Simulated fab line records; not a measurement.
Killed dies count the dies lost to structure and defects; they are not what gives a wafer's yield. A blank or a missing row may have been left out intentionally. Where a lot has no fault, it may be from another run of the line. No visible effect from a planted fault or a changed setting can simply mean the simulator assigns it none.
fab line records ; flow n5_finfet
record lots=7; wafers=39
route steps=1938 shown FIN_SAQP@94 ILD0@343 GATE_CUT@510 BEOL_M0_SAQP@636 BEOL_M7@1263
start_h: hours from the record's opening day to when the first of the lot's shown wafers began ; wait_h: hours since the lot's step before ; " repeats the value in the row above ; L1.1+2: one row covering several wafers at once ; - either no value or no given start ; * or withheld: withheld ; < > ~ a bound
route shown NAME@n: a module of which the file shows steps, and the number in the route of the first ; usual: mean/standard deviation taken from wafers without a fault ; same: alike in all rows ; chamber/n: place in a boat ; sites: readings site by site ; _std_site: standard deviation across them ; _edge_site: inner sites' mean taken away from outer sites' mean ; radius_mm: how far each site lies from the wafer's centre ; mask NAME#n: copy n ; behind: the most recent tool/chamber to have shaped the wafer ; hold: cause of the lot's hold/its duration in hours/its outcome ; device: transistor that didn't switch, given as n, p or np ; end of line: the route-end tests of the same wafers ; step lacking rows: just its recipe ; killed: dies that structure and defects cost at the first sort, which is not the same as the wafer's yield ; map: a wafer's dies, x killed, . not, _ none there
set.NAME: the setting as run; set.NAME@STEP: as run at that earlier step ; model.NAME: the simulator's own value behind a step, which no gauge read
lots where settings were altered on purpose, with a table for each step and a row for each wafer
## steps
# step N5_FIN_SAQP_ALD_61
# recipe material=SiO2; target_thk_a=40; temp_c=300; ald_precursor_family=BDEAS; ald_co_reactant=O2-plasma; pulse_time_s=1; purge_time_s=2; co_reactant_purge_time_s=2; ald_cycles=43; pressure_torr=2
lot.wafer;tool;chamber;start_h;wait_h;set.ald_cycles;model.SiO2_of_FIN_SAQP_ALD_61.thk_nm
L075.1;ald_sin-02;3;26.18;0.0;43;4.017
L075.2;ald_sin-02;1;26.18;0.0;57;5.306
L075.3;ald_sin-02;2;26.18;0.0;43;4.005
L075.4;ald_sin-02;0;26.18;0.0;43;3.98
L075.5;ald_sin-02;1;26.18;0.0;57;5.29
L075.6;ald_sin-02;0;26.18;0.0;57;5.291
L077.1+2;ald_sin-04;1,2;38.57;0.0;67;6.234
L077.3;ald_sin-04;0;38.57;0.0;43;3.983
L077.4;ald_sin-04;3;38.57;0.0;43;3.998
L077.5;ald_sin-04;2;38.57;0.0;67;6.25
L077.6;ald_sin-04;3;38.57;0.0;43;3.979
L078.1;ald_sin-02;1;44.91;0.5;43;4.001
L078.2;ald_sin-02;2;44.91;0.5;43;4.028
L078.3;ald_sin-02;0;44.91;0.5;54;5.034
L078.4;ald_sin-02;3;44.91;0.5;54;5.041
L078.5;ald_sin-02;2;44.91;0.5;54;5.048
L078.6;ald_sin-02;1;44.91;0.5;43;3.975
L082.1;ald_sin-04;2;69.58;0.0;19;1.789
L082.2;ald_sin-04;3;69.58;0.0;19;1.756
L082.3;ald_sin-04;0;69.58;0.0;43;3.999
L082.4;ald_sin-04;2;69.58;0.0;43;4.014
L082.5;ald_sin-04;0;69.58;0.0;43;4.035
L082.6;ald_sin-04;3;69.58;0.0;19;1.773
L083.1;ald_sin-02;1;76.04;0.2;56;5.191
L083.2;ald_sin-02;3;76.04;0.2;56;5.23
L083.3;ald_sin-02;2;76.04;0.2;43;4.021
L083.4;ald_sin-02;0;76.04;0.2;56;5.202
L083.5;ald_sin-02;1;76.04;0.2;43;3.996
L083.6;ald_sin-02;0;76.04;0.2;43;3.976
L085.1;ald_sin-04;1;87.08;0.0;43;4
L085.2;ald_sin-04;2;87.08;0.0;62;5.768
L085.3;ald_sin-04;3;87.08;0.0;62;5.75
L085.4;ald_sin-04;0;87.08;0.0;43;4.002
L085.5;ald_sin-04;2;87.08;0.0;62;5.757
L085.6;ald_sin-04;1;87.08;0.0;43;3.983
L091.2;ald_sin-04;0;122.86;0.0;43;4.012
L091.5;ald_sin-04;1;122.86;0.0;43;4.014
L091.6;ald_sin-04;2;122.86;0.0;43;4.001
# step N5_ILD0_ALD_15
# recipe material=SiNx; target_thk_a=240; temp_c=400; ald_precursor_family=SiH2I2; ald_co_reactant=N2/H2-plasma; pulse_time_s=1; ald_cycles=480; purge_time_s=2; co_reactant_purge_time_s=2; pressure_torr=2
lot.wafer;tool;chamber;start_h;wait_h;set.ald_cycles;model.SiNx_of_ILD0_ALD_15.thk_nm
L075.1+6;ald_sin-01;2,1;67.16;0.6;480;24
L075.2+3+5;ald_sin-01;1,3,0;67.16;0.6;693;34.8
L075.4;ald_sin-01;0;67.16;0.6;480;24.2
L077.1+4+5;ald_sin-04;1,2,3;79.36;0.6;381;19
L077.2+3+6;ald_sin-04;0,3,0;79.36;0.6;480;24
L078.1;ald_sin-04;1;87.72;0.6;480;24.2
L078.2+3+6;ald_sin-04;2,3,0;87.72;0.6;672;33.6
L078.4+5;ald_sin-04;0,3;87.72;0.6;480;24
L082.1;ald_sin-02;3;113.41;0.7;687;34.6
L082.2+3;ald_sin-02;0,2;113.41;0.7;480;24
L082.4;ald_sin-02;1;113.41;0.7;480;24.2
L082.5+6;ald_sin-02;1,2;114.50;1.3;687;34.4
L083.1+2;ald_sin-04;0,2;119.84;0.6;480;24
L083.3+4+5+6;ald_sin-04;3,1,0,3;119.84;0.6;480;24.2
L085.1+5+6;ald_sin-02;2,2,3;129.37;0.6;658;32.8
L085.2;ald_sin-02;3;129.37;0.6;480;24.2
L085.3+4;ald_sin-02;0,1;129.37;0.6;480;24
L091.2;ald_sin-02;3;166.80;0.5;480;23.8
L091.5+6;ald_sin-02;1,0;167.88;1.2;480;24
# step N5_ILD0_CMP_12
# recipe stop_on=poly-Si; material=SiNx; t_overpolish_s=6; post_cmp_clean=alkaline_brush; down_force_psi=2.5; platen_rpm=51.8; pad_velocity_m_s=1.0307; target_thk_nm=17.67
# usual time_to_endpoint_s=29.9/2.7
lot.wafer;tool;chamber;start_h;wait_h;set.ald_cycles@ILD0_ALD_15;time_to_endpoint_s
L075.3;cmp-02;0;69.36;1.1;693;44.6
L075.4;cmp-02;1;69.36;1.1;480;27.8
L075.1;cmp-02;2;69.36;1.1;480;30.6
L075.2;cmp-02;3;69.36;1.1;693;41.0
L075.5;cmp-02;0;69.36;1.1;693;43.9
L075.6;cmp-02;1;69.36;1.1;480;28.9
L077.1;cmp-04;3;81.63;1.2;381;19.5
L077.4;cmp-04;0;81.63;1.2;381;26.2
L077.2;cmp-04;1;81.63;1.2;480;30.4
L077.3;cmp-04;2;81.63;1.2;480;33.1
L077.5;cmp-04;3;81.63;1.2;381;22.4
L077.6;cmp-04;0;81.63;1.2;480;32.2
L078.2;cmp-04;1;89.92;1.1;672;40.1
L078.4;cmp-04;2;89.92;1.1;480;35.0
L078.3;cmp-04;3;89.92;1.1;672;37.3
L078.1;cmp-04;0;89.92;1.1;480;31.9
L078.5;cmp-04;1;89.92;1.1;480;29.9
L078.6;cmp-04;2;89.92;1.1;672;44.4
L082.2;cmp-02;2;115.61;1.1;480;30.4
L082.4;cmp-02;3;115.61;1.1;480;26.7
L082.1;cmp-02;0;115.61;1.1;687;43.2
L082.3;cmp-02;1;115.61;1.1;480;28.8
L082.5;cmp-02;2;115.61;1.1;687;41.5
L082.6;cmp-02;3;115.61;1.1;687;35.4
L083.4;cmp-03;0;122.05;1.1;480;34.0
L083.3;cmp-03;1;122.05;1.1;480;30.6
L083.2;cmp-03;2;122.05;1.1;480;27.8
L083.1;cmp-03;3;122.05;1.1;480;28.8
L083.5;cmp-03;0;122.05;1.1;480;32.0
L083.6;cmp-03;1;122.05;1.1;480;30.4
L085.1;cmp-04;0;131.57;1.1;658;42.2
L085.3;cmp-04;1;131.57;1.1;480;33.4
L085.2;cmp-04;2;131.57;1.1;480;33.9
L085.4;cmp-04;3;131.57;1.1;480;28.4
L085.6;cmp-04;0;131.57;1.1;658;43.3
L085.5;cmp-04;1;131.57;1.1;658;40.5
L091.2;cmp-02;3;169.03;1.2;480;28.0
L091.6;cmp-02;2;169.03;1.2;480;30.5
L091.5;cmp-02;3;169.03;1.2;480;25.7
# step N5_GATE_CUT_ALD_22
# recipe material=SiNx; target_thk_a=160; temp_c=400; ald_precursor_family=SiH2I2; ald_co_reactant=N2/H2-plasma; pulse_time_s=1; ald_cycles=320; purge_time_s=2; co_reactant_purge_time_s=2; pressure_torr=2
lot.wafer;tool;chamber;start_h;wait_h;set.ald_cycles;model.SiNx_of_GATE_CUT_ALD_22.thk_nm
L075.1+2;ald_sin-03;2,3;88.45;0.0;129;6.4
L075.3;ald_sin-03;1;88.45;0.0;129;6.6
L075.4+5+6;ald_sin-03;0,3,2;88.45;0.0;320;16
L077.1+3+5;ald_sin-03;0,2,2;101.14;0.3;320;16
L077.2+4;ald_sin-03;3,1;101.14;0.3;182;9.2
L077.6;ald_sin-03;3;101.14;0.3;182;9
L078.1+2+5;ald_sin-01;1,2,2;109.72;0.0;423;21
L078.3+4;ald_sin-01;3,1;109.72;0.0;320;15.8
L078.6;ald_sin-01;3;109.72;0.0;320;16
L082.1;ald_sin-01;3;134.75;0.0;320;16
L082.2+4+5;ald_sin-01;1,2,1;134.75;0.0;396;19.6
L082.3+6;ald_sin-01;2,3;134.75;0.0;320;15.8
L083.1+3+5;ald_sin-01;2,3,2;141.48;0.0;257;12.8
L083.2+6;ald_sin-01;1;141.48;0.0;320;16
L083.4;ald_sin-01;3;141.48;0.0;320;15.8
L085.1+3+6;ald_sin-03;0,1,3;154.46;0.0;320;16
L085.2;ald_sin-03;2;154.46;0.0;479;23.8
L085.4+5;ald_sin-03;3,0;154.46;0.0;479;24
L091.2+5+6;ald_sin-04;2,3,2;190.64;0.0;320;16
# step N5_GATE_CUT_CMP_23
# recipe stop_on=SiO2; t_overpolish_s=23.4; post_cmp_clean=alkaline_brush; down_force_psi=2.5; platen_rpm=51.8; pad_velocity_m_s=1.0307; target_thk_nm=16
lot.wafer;tool;chamber;start_h;wait_h;set.ald_cycles@GATE_CUT_ALD_22;model.SiNx_of_GATE_CUT_ALD_22.thk_nm
L075.4+5+6;cmp-01;1,1,2;89.94;0.8;320;16
L075.3;cmp-01;2;89.94;0.8;129;6.6
L075.1+2;cmp-01;3,0;89.94;0.8;129;6.4
L077.3+1+5;cmp-04;2,1,2;102.63;0.8;320;16
L077.4+2;cmp-04;3,0;102.63;0.8;182;9.2
L077.6;cmp-04;3;102.63;0.8;182;9
L078.2;cmp-01;0;111.21;0.8;423;16
L078.4+3;cmp-01;1,2;111.21;0.8;320;15.8
L078.1;cmp-01;3;111.21;0.8;423;16.2
L078.5;cmp-01;0;111.21;0.8;423;15.6
L078.6;cmp-01;1;111.21;0.8;320;16
L082.3+6;cmp-02;0;136.24;0.8;320;15.8
L082.4;cmp-02;1;136.24;0.8;396;15.4
L082.1;cmp-02;2;136.24;0.8;320;16
L082.2;cmp-02;3;136.24;0.8;396;15
L082.5;cmp-02;1;136.24;0.8;396;15.2
L083.4;cmp-04;1;142.97;0.0;320;15.8
L083.2+6;cmp-04;2,1;142.97;0.0;320;16
L083.3+1+5;cmp-04;3,0,2;142.97;0.0;257;12.8
L085.2;cmp-02;3;155.95;0.8;479;14
L085.3+1+6;cmp-02;0,2,0;155.95;0.8;320;16
L085.4;cmp-02;1;155.95;0.8;479;14.8
L085.5;cmp-02;3;155.95;0.8;479;14.4
L091.2+6+5;cmp-01;3,1,2;192.21;0.8;320;16
# step N5_BEOL_M0_SAQP_PECVD_96
# recipe material=a-Si; target_thk_a=450; temp_c=350; precursor=SiH4/He; pressure_torr=3; rf_w=100; time_s=45.2
lot.wafer;tool;chamber;start_h;wait_h;set.time_s;model.a-Si_of_BEOL_M0_SAQP_PECVD_96.thk_nm
L075.1;pecvd-02;2;112.92;0.0;45.2;44.6
L075.2;pecvd-02;1;112.92;0.0;67;66.8
L075.3;pecvd-02;1;112.92;0.0;45.2;45.2
L075.4;pecvd-02;2;112.92;0.0;67;67.4
L075.5;pecvd-02;2;112.92;0.0;45.2;45
L075.6;pecvd-02;1;112.92;0.0;67;67
L077.1;pecvd-04;2;121.60;0.0;66.35;65.6
L077.2;pecvd-04;1;121.60;0.0;45.2;44.6
L077.3;pecvd-04;0;121.60;0.0;45.2;44
L077.4;pecvd-04;2;121.60;0.0;66.35;67.4
L077.5;pecvd-04;0;121.60;0.0;45.2;45.2
L077.6;pecvd-04;1;121.60;0.0;66.35;67.2
L078.1;pecvd-04;1;131.90;0.0;45.2;44.2
L078.2;pecvd-04;0;131.90;0.0;45.2;44.8
L078.3;pecvd-04;2;131.90;0.0;45.2;44.6
L078.4;pecvd-04;0;131.90;0.0;45.2;45
L078.5;pecvd-04;1;131.90;0.0;45.2;45.2
L078.6;pecvd-04;2;131.90;0.0;45.2;45.6
L082.1+3;pecvd-02;0,2;153.35;0.0;67.29;66.4
L082.2;pecvd-02;1;153.35;0.0;45.2;44.6
L082.4;pecvd-02;0;153.35;0.0;45.2;45
L082.5;pecvd-02;2;153.35;0.0;67.29;67.2
L082.6;pecvd-02;1;153.35;0.0;45.2;45.6
L083.1;pecvd-04;1;160.66;0.0;70.41;68.6
L083.2;pecvd-04;2;160.66;0.0;45.2;44.6
L083.3+4;pecvd-04;0,1;160.66;0.0;45.2;44
L083.5;pecvd-04;2;160.66;0.0;70.41;69.6
L083.6;pecvd-04;0;160.66;0.0;70.41;70
L085.1+6;pecvd-02;1,2;176.93;0.0;45.2;45.4
L085.2;pecvd-02;2;176.93;0.0;45.2;45.2
L085.3;pecvd-02;0;176.93;0.0;45.2;44.6
L085.4;pecvd-02;0;176.93;0.0;45.2;45
L085.5;pecvd-02;1;176.93;0.0;45.2;46.4
L091.2;pecvd-02;0;211.43;0.0;45.2;44.4
L091.5;pecvd-02;2;211.43;0.0;45.2;45.6
L091.6;pecvd-02;1;211.43;0.0;45.2;46
# step N5_BEOL_M0_SAQP_PECVD_97
# recipe material=SiNx; target_thk_a=230; temp_c=350; precursor=SiH4/NH3/N2; pressure_torr=1.5; rf_w=300; time_s=19.9
# step N5_BEOL_M0_SAQP_PECVD_04
# recipe material=a-Si; target_thk_a=600; temp_c=350; precursor=SiH4/He; pressure_torr=3; rf_w=100; time_s=60.2
# step N5_BEOL_M0_SAQP_ETCH_101
# recipe chemistry=CH3F/O2; target=SiNx; mask_material=SiO2; target_depth_a=299; time_s=42.7; pressure_mtorr=30; source_w=395; bias_w=73; Ar_flow_sccm=150; CH3F_flow_sccm=30; O2_flow_sccm=20; ion_energy_ev=120
# step N5_BEOL_M0_SAQP_ETCH_102
# recipe chemistry=CF4; target=SiO2; target_depth_a=40; ion_energy_ev=350; time_s=4.4; pressure_mtorr=10; icp_w=800; bias_w=400; cf4_flow_sccm=80
# step N5_BEOL_M0_SAQP_MANDREL_ETCH_103
# recipe chemistry=HBr/Cl2; target=a-Si; target_depth_a=450; bt_time_s=10; stop_on=SiCN; mask_material=SiO2; over_etch_frac=0.8; time_s=27; pressure_mtorr=10; icp_w=800; bias_w=75; HBr_flow_sccm=150; Cl2_flow_sccm=80; ends=end_point
# usual oes_product_au=0.684/0.011
lot.wafer;tool;chamber;start_h;wait_h;set.time_s@BEOL_M0_SAQP_PECVD_96;oes_product_au;model.etch.depth_nm
L075.1;rie_si-05;1;116.00;0.0;45.2;0.676;44.54
L075.2;rie_si-05;2;116.00;0.0;67;0.875;66.75
L075.3;rie_si-05;0;116.00;0.0;45.2;0.701;45.29
L075.4;rie_si-05;3;116.00;0.0;67;0.878;67.41
L075.5;rie_si-05;1;116.00;0.0;45.2;0.674;44.99
L075.6;rie_si-05;2;116.00;0.0;67;0.876;66.96
L077.1;rie_si-02;0;124.11;0.0;66.35;0.858;65.61
L077.2;rie_si-02;1;124.11;0.0;45.2;0.689;44.69
L077.3;rie_si-02;3;124.11;0.0;45.2;0.691;44.01
L077.4;rie_si-02;2;124.11;0.0;66.35;0.870;67.31
L077.5;rie_si-02;3;124.11;0.0;45.2;0.700;45.29
L077.6;rie_si-02;0;124.11;0.0;66.35;0.857;67.15
L078.1;rie_si-06;2;134.49;0.0;45.2;0.668;44.11
L078.2;rie_si-06;0;134.49;0.0;45.2;0.691;44.74
L078.3;rie_si-06;3;134.49;0.0;45.2;0.663;44.65
L078.4;rie_si-06;1;134.49;0.0;45.2;0.700;45.1
L078.5;rie_si-06;2;134.49;0.0;45.2;0.677;45.2
L078.6;rie_si-06;3;134.49;0.0;45.2;0.683;45.6
L082.1;rie_si-06;0;157.51;0.0;67.29;0.874;66.39
L082.2;rie_si-06;2;157.51;0.0;45.2;0.670;44.57
L082.3;rie_si-06;1;157.51;0.0;67.29;0.886;66.45
L082.4;rie_si-06;3;157.51;0.0;45.2;0.685;45.02
L082.5;rie_si-06;2;157.51;0.0;67.29;0.867;67.18
L082.6;rie_si-06;1;157.51;0.0;45.2;0.710;45.51
L083.1;rie_si-02;2;164.93;0.0;70.41;0.884;68.63
L083.2;rie_si-02;0;164.93;0.0;45.2;0.675;44.7
L083.3;rie_si-02;1;164.93;0.0;45.2;0.684;43.92
L083.4;rie_si-02;3;164.93;0.0;45.2;0.692;43.96
L083.5;rie_si-02;1;164.93;0.0;70.41;0.910;69.68
L083.6;rie_si-02;2;164.93;0.0;70.41;0.898;70.05
L085.1;rie_si-06;1;179.52;0.0;45.2;0.703;45.45
L085.2;rie_si-06;0;179.52;0.0;45.2;0.693;45.18
L085.3;rie_si-06;2;179.52;0.0;45.2;0.677;44.61
L085.4;rie_si-06;3;179.52;0.0;45.2;0.671;45.03
L085.5;rie_si-06;3;179.52;0.0;45.2;0.690;46.33
L085.6;rie_si-06;2;179.52;0.0;45.2;0.681;45.47
L091.2;rie_si-05;2;214.26;0.0;45.2;0.682;44.43
L091.5;rie_si-05;0;214.26;0.0;45.2;0.695;45.62
L091.6;rie_si-05;1;214.26;0.0;45.2;0.690;45.92
# step N5_BEOL_M7_ILD_DEP_00
# recipe material=SiCOH_lowk; target_thk_a=1797.5; temp_c=300; precursor=DEMS/porogen; pressure_torr=5; rf_w=500; time_s=33.4
lot.wafer;tool;chamber;start_h;wait_h;set.target_thk_a;model.SiCOH_lowk_of_BEOL_M7_ILD_DEP_00.thk_nm
L075.1;pecvd-02;1;197.35;0.0;754.1;75.2
L075.2;pecvd-02;0;197.35;0.0;754.1;74.6
L075.3;pecvd-02;2;197.35;0.0;1797.5;178.6
L075.4;pecvd-02;2;197.35;0.0;754.1;75.6
L075.5;pecvd-02;1;197.35;0.0;1797.5;182.4
L075.6;pecvd-02;0;197.35;0.0;1797.5;179.8
L077.1;pecvd-03;2;213.71;0.0;974.5;94.4
L077.2;pecvd-03;1;213.71;0.0;1797.5;176.2
L077.3;pecvd-03;0;213.71;0.0;1797.5;179.4
L077.4;pecvd-03;1;213.71;0.0;974.5;96.6
L077.5;pecvd-03;2;213.71;0.0;974.5;96.4
L077.6;pecvd-03;0;213.71;0.0;1797.5;183
L078.1;pecvd-03;0;220.12;0.0;1797.5;179.8
L078.2;pecvd-03;1;220.12;0.0;1797.5;177.6
L078.3;pecvd-03;2;220.12;0.0;2104;209.2
L078.4;pecvd-03;0;220.12;0.0;1797.5;185.2
L078.5;pecvd-03;2;220.12;0.0;2104;211.6
L078.6;pecvd-03;1;220.12;0.0;2104;210.4
L083.1;pecvd-04;0;243.41;0.0;1797.5;180.6
L083.2;pecvd-04;2;243.41;0.0;1797.5;177.4
L083.3;pecvd-04;1;243.41;0.0;1797.5;182.6
L083.4;pecvd-04;1;243.41;0.0;1797.5;181.2
L083.5;pecvd-04;2;243.41;0.0;1797.5;184.4
L083.6;pecvd-04;0;243.41;0.0;1797.5;182.4
L082.1;pecvd-04;0;250.27;0.0;1797.5;177
L082.2;pecvd-04;2;250.27;0.0;1797.5;178.4
L082.3;pecvd-04;1;250.27;0.0;1797.5;179.8
L082.4;pecvd-04;2;250.27;0.0;1797.5;180.2
L082.5;pecvd-04;1;250.27;0.0;1797.5;180
L082.6;pecvd-04;0;250.27;0.0;1797.5;182.6
L085.1;pecvd-02;1;266.23;0.0;1797.5;178.2
L085.2;pecvd-02;0;266.23;0.0;2796;277.6
L085.3;pecvd-02;2;266.23;0.0;1797.5;179.2
L085.4;pecvd-02;0;266.23;0.0;2796;281.6
L085.5;pecvd-02;2;266.23;0.0;1797.5;181.2
L085.6;pecvd-02;1;266.23;0.0;2796;282.6
L091.2;pecvd-03;1;292.78;0.0;1797.5;181.6
L091.5;pecvd-03;2;292.78;0.0;1797.5;182.8
L091.6;pecvd-03;1;292.78;0.0;1797.5;182.2
# step N5_BEOL_M7_CURE_74
# recipe temp_c=385; time_s=240; ambient=He/Ar; material=SiCOH_lowk
lot.wafer;tool;chamber;start_h;wait_h;set.target_thk_a@BEOL_M7_ILD_DEP_00;model.SiCOH_lowk_of_BEOL_M7_ILD_DEP_00.thk_nm
L075.1;uv_cure-02;2;197.41;0.0;754.1;64.4
L075.2;uv_cure-02;2;197.41;0.0;754.1;64
L075.3;uv_cure-02;2;197.41;0.0;1797.5;154
L075.4;uv_cure-02;2;197.41;0.0;754.1;64.8
L075.5;uv_cure-02;2;197.41;0.0;1797.5;157.2
L075.6;uv_cure-02;2;197.41;0.0;1797.5;155
L077.1;uv_cure-01;0;213.77;0.0;974.5;81
L077.2;uv_cure-01;0;213.77;0.0;1797.5;152
L077.3;uv_cure-01;0;213.77;0.0;1797.5;154.8
L077.4+5;uv_cure-01;0;213.77;0.0;974.5;82.8
L077.6;uv_cure-01;0;213.77;0.0;1797.5;157.8
L078.1;uv_cure-01;1;220.20;0.1;1797.5;155
L078.2;uv_cure-01;1;220.20;0.1;1797.5;153.2
L078.3;uv_cure-01;1;220.20;0.1;2104;180.6
L078.4;uv_cure-01;1;220.20;0.1;1797.5;159.8
L078.5;uv_cure-01;1;220.20;0.1;2104;182.8
L078.6;uv_cure-01;1;220.20;0.1;2104;181.8
L083.1;uv_cure-02;2;243.47;0.0;1797.5;155.6
L083.2;uv_cure-02;2;243.47;0.0;1797.5;153
L083.3;uv_cure-02;2;243.47;0.0;1797.5;157.6
L083.4;uv_cure-02;2;243.47;0.0;1797.5;156.2
L083.5;uv_cure-02;2;243.47;0.0;1797.5;159.2
L083.6;uv_cure-02;2;243.47;0.0;1797.5;157.4
L082.1;uv_cure-03;2;250.33;0.0;1797.5;152.6
L082.2;uv_cure-03;2;250.33;0.0;1797.5;153.8
L082.3;uv_cure-03;2;250.33;0.0;1797.5;155
L082.4;uv_cure-03;2;250.33;0.0;1797.5;155.4
L082.5;uv_cure-03;2;250.33;0.0;1797.5;155.2
L082.6;uv_cure-03;2;250.33;0.0;1797.5;157.4
L085.1;uv_cure-03;1;266.56;0.3;1797.5;153.6
L085.2;uv_cure-03;1;266.56;0.3;2796;240.6
L085.3;uv_cure-03;1;266.56;0.3;1797.5;154.4
L085.4;uv_cure-03;1;266.56;0.3;2796;244.4
L085.5;uv_cure-03;1;266.56;0.3;1797.5;156.4
L085.6;uv_cure-03;1;266.56;0.3;2796;245.2
L091.2;uv_cure-03;1;292.93;0.1;1797.5;156.6
L091.5;uv_cure-03;1;292.93;0.1;1797.5;157.6
L091.6;uv_cure-03;1;292.93;0.1;1797.5;157.2
# step N5_BEOL_M7_THK_MEAS_01
# recipe reads=SiCOH_lowk_of_BEOL_M7_ILD_DEP_00
# usual M7_ILD_THK=155.7/2
lot.wafer;tool;chamber;start_h;wait_h;set.target_thk_a@BEOL_M7_ILD_DEP_00;M7_ILD_THK[nm]
L075.1;film_metro-01;-;197.92;0.4;754.1;64.5
L075.2;film_metro-01;-;197.92;0.4;754.1;64.0
L075.3;film_metro-01;-;197.92;0.4;1797.5;154.1
L075.4;film_metro-01;-;197.92;0.4;754.1;64.8
L075.5;film_metro-01;-;197.92;0.4;1797.5;157.4
L075.6;film_metro-01;-;197.92;0.4;1797.5;155.1
L077.1;film_metro-01;-;214.28;0.4;974.5;80.9
L077.2;film_metro-01;-;214.28;0.4;1797.5;151.9
L077.3;film_metro-01;-;214.28;0.4;1797.5;154.8
L077.4;film_metro-01;-;214.28;0.4;974.5;82.8
L077.5;film_metro-01;-;214.28;0.4;974.5;82.8
L077.6;film_metro-01;-;214.28;0.4;1797.5;157.8
L078.1;film_metro-02;-;220.71;0.4;1797.5;154.9
L078.2;film_metro-02;-;220.71;0.4;1797.5;153.0
L078.3;film_metro-02;-;220.71;0.4;2104;180.6
L078.4;film_metro-02;-;220.71;0.4;1797.5;159.7
L078.5;film_metro-02;-;220.71;0.4;2104;182.7
L078.6;film_metro-02;-;220.71;0.4;2104;181.9
L083.1;film_metro-01;-;244.00;0.4;1797.5;155.8
L083.2;film_metro-01;-;244.00;0.4;1797.5;152.9
L083.3;film_metro-01;-;244.00;0.4;1797.5;157.5
L083.4;film_metro-01;-;244.00;0.4;1797.5;156.2
L083.5;film_metro-01;-;244.00;0.4;1797.5;159.1
L083.6;film_metro-01;-;244.00;0.4;1797.5;157.5
L082.1;film_metro-01;-;250.84;0.4;1797.5;152.6
L082.2;film_metro-01;-;250.84;0.4;1797.5;153.8
L082.3;film_metro-01;-;250.84;0.4;1797.5;155.1
L082.4;film_metro-01;-;250.84;0.4;1797.5;155.2
L082.5;film_metro-01;-;250.84;0.4;1797.5;155.4
L082.6;film_metro-01;-;250.84;0.4;1797.5;157.5
L085.1;film_metro-02;-;267.07;0.4;1797.5;153.6
L085.2;film_metro-02;-;267.07;0.4;2796;240.5
L085.3;film_metro-02;-;267.07;0.4;1797.5;154.4
L085.4;film_metro-02;-;267.07;0.4;2796;244.5
L085.5;film_metro-02;-;267.07;0.4;1797.5;156.5
L085.6;film_metro-02;-;267.07;0.4;2796;245.3
L091.2;film_metro-02;-;293.36;0.4;1797.5;156.8
L091.5;film_metro-02;-;293.36;0.4;1797.5;157.7
L091.6;film_metro-02;-;293.36;0.4;1797.5;157.1
## key
split step=N5_FIN_SAQP_ALD_61; setting=ald_cycles; stated=43; by=wafer
response step=N5_FIN_SAQP_ALD_61; reading=model.SiO2_of_FIN_SAQP_ALD_61.thk_nm; change=+0.0402; per=1%; r=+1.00
split step=N5_ILD0_ALD_15; setting=ald_cycles; stated=480; by=wafer
response step=N5_ILD0_ALD_15; reading=model.SiNx_of_ILD0_ALD_15.thk_nm; change=+0.24; per=1%; r=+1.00
response step=N5_ILD0_CMP_12; reading=time_to_endpoint_s; change=*; per=1%; r=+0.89
split step=N5_GATE_CUT_ALD_22; setting=ald_cycles; stated=320; by=wafer
response step=N5_GATE_CUT_ALD_22; reading=model.SiNx_of_GATE_CUT_ALD_22.thk_nm; change=+0.159; per=1%; r=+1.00
response step=N5_GATE_CUT_CMP_23; reading=model.SiNx_of_GATE_CUT_ALD_22.thk_nm; shape=bent; at_lowest=6.467; at_stated=15.95; at_highest=14.4
split step=N5_BEOL_M0_SAQP_PECVD_96; setting=time_s; stated=45.2; by=wafer
response step=N5_BEOL_M0_SAQP_PECVD_96; reading=model.a-Si_of_BEOL_M0_SAQP_PECVD_96.thk_nm; change=+0.456; per=1%; r=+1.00
response step=N5_BEOL_M0_SAQP_MANDREL_ETCH_103; reading=oes_product_au; change=+0.00382; per=1%; r=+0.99
response step=N5_BEOL_M0_SAQP_MANDREL_ETCH_103; reading=model.etch.depth_nm; change=+0.456; per=1%; r=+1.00
split step=N5_BEOL_M7_ILD_DEP_00; setting=target_thk_a; stated=1797.5; by=wafer
response step=N5_BEOL_M7_ILD_DEP_00; reading=model.SiCOH_lowk_of_BEOL_M7_ILD_DEP_00.thk_nm; change=+1.82; per=1%; r=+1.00
response step=N5_BEOL_M7_CURE_74; reading=model.SiCOH_lowk_of_BEOL_M7_ILD_DEP_00.thk_nm; change=+1.58; per=1%; r=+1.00
response step=N5_BEOL_M7_THK_MEAS_01; reading=M7_ILD_THK; change=+1.58; per=1%; r=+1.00
